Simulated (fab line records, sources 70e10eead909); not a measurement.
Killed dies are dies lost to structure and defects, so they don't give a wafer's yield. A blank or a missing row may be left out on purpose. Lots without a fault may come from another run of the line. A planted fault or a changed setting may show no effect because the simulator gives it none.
A struck lot beside a sound one | flow nand_harc | 14 steps out of a route of 1302
Sound: wafers L258.2, L258.3, L258.6. Struck: wafers L266.2, L266.3, L266.4. The cause comes at the end.
At each step with rows: each side's tool, then ch and its chambers, then its first start. Under that, the readings that differ: sound wafers | struck wafers | difference of the means | sigmas: that difference in standard deviations of wafers without a fault.
alike: readings whose means differ by less than 2 such deviations, and words and numbers that are the same on both sides. not compared: withheld readings, readings that some wafer has no value for, bounds like >300 that may hide the same value, and numbers for which the record gives no deviation and whose values overlap.
The two part at a step that has a row with sigmas, a row that says differs or no value, or rows on one side only. Numbers that don't overlap but have no deviation are shown without sigmas and don't part them. A reading that every wafer of one side lacks parts them only if that side has two wafers or more.

first, 4 steps without rows for these wafers: NHARC_A_WL_FILL_STRIP_28 (strips in post etch residue remover, time 1200 s); NHARC_A_WL_FILL_PRECLEAN_06 (cleans in DIW, time 300 s); NHARC_A_WL_FILL_SRD_07; NHARC_A_WL_FILL_ANNEAL_08 (time 1800 s).
NHARC_A_WL_FILL_ALD_10: deposits SiO2, target thk 50 nm, pulse time 10 s, ald cycles 500.
  sound on ald_hk-04 ch 0,1, day 23 04:26; struck on ald_hk-01 ch 0,1,2, day 26 19:14
  alike: heater_power_w, precursor_pulse_height_rel
NHARC_A_WL_FILL_ETCHBACK_16: etches the open film in C4F8/O2/Ar, target depth 120 nm, time 24 s.
  sound on rie_diel-12 ch 0,1,3; struck on rie_diel-08 ch 1,2,3
  alike: oes_product_au, rf_vpp_V
  not compared: rf_hours_counter_h
NHARC_A_WL_FILL_STRIP_29: strips in O2, time 20 s.
  sound on rie_diel-12 ch 0,1,2, day 23 09:15; struck on rie_diel-08 ch 1,2,3, day 26 23:56
  alike: drypump_motor_current_A, oes_product_au, rf_vpp_V, showerhead_plenum_p_Torr, throttle_valve_pct
  not compared: rf_hours_counter_h
NHARC_A_WL_FILL_ETCHBACK_17: etches the open film in Cl2/BCl3, target depth 4 nm, time 26.7 s.
  sound on rie_metal-01 ch 0,1, day 23 09:20; struck on rie_metal-02 ch 0,1, day 27 00:01
  reading                     | sound             | struck            | difference | sigmas
  drypump_motor_current_A (A) | 6.6 6.4 6.6       | 5.2 5.2 5.8       | -1.1       | -2
  oes_product_au (a.u.)       | 0.986 0.979 1.002 | 1.013 1.012 1.002 | +0.020     | +2
  not compared: rf_hours_counter_h
then, 3 steps without rows for these wafers: NHARC_A_WL_FILL_PRECLEAN_18 (cleans in dHF, time 30 s); NHARC_A_WL_FILL_SRD_21; NHARC_A_WL_FILL_CVD_23 (deposits poly-Si, target thk 40 nm, time 800 s).
NHARC_A_WL_FILL_ETCHBACK_26: etches the open film in HBr, target depth 52 nm, time 13.3 s.
  sound on rie_si-03 ch 1,2,3, day 23 14:38; struck on rie_si-04 ch 0,2,3, day 27 05:11
  reading               | sound             | struck            | difference | sigmas
  oes_product_au (a.u.) | 1.006 1.006 1.007 | 0.830 0.808 0.814 | -0.189     | -19
  alike: drypump_motor_current_A, throttle_valve_pct
  not compared: rf_hours_counter_h
then, 1 step without rows for these wafers: NHARC_A_WL_FILL_PRECLEAN_30 (cleans in dHF, time 10 s).
-- the record jumps here: 4 days lie between the struck wafers' starts before and after (it left off in module A_WL_FILL and takes up again in module END, whose first step shown is number 1302 of the route) --
NHARC_END_SORT_01:
  the record has rows for the struck wafers here (prober-01 ch 0, day 30 19:02) and none for the sound ones

WHERE THEY PART
First at NHARC_A_WL_FILL_ETCHBACK_17; last, within this record, at NHARC_END_SORT_01.

WHY: what the simulator had put in
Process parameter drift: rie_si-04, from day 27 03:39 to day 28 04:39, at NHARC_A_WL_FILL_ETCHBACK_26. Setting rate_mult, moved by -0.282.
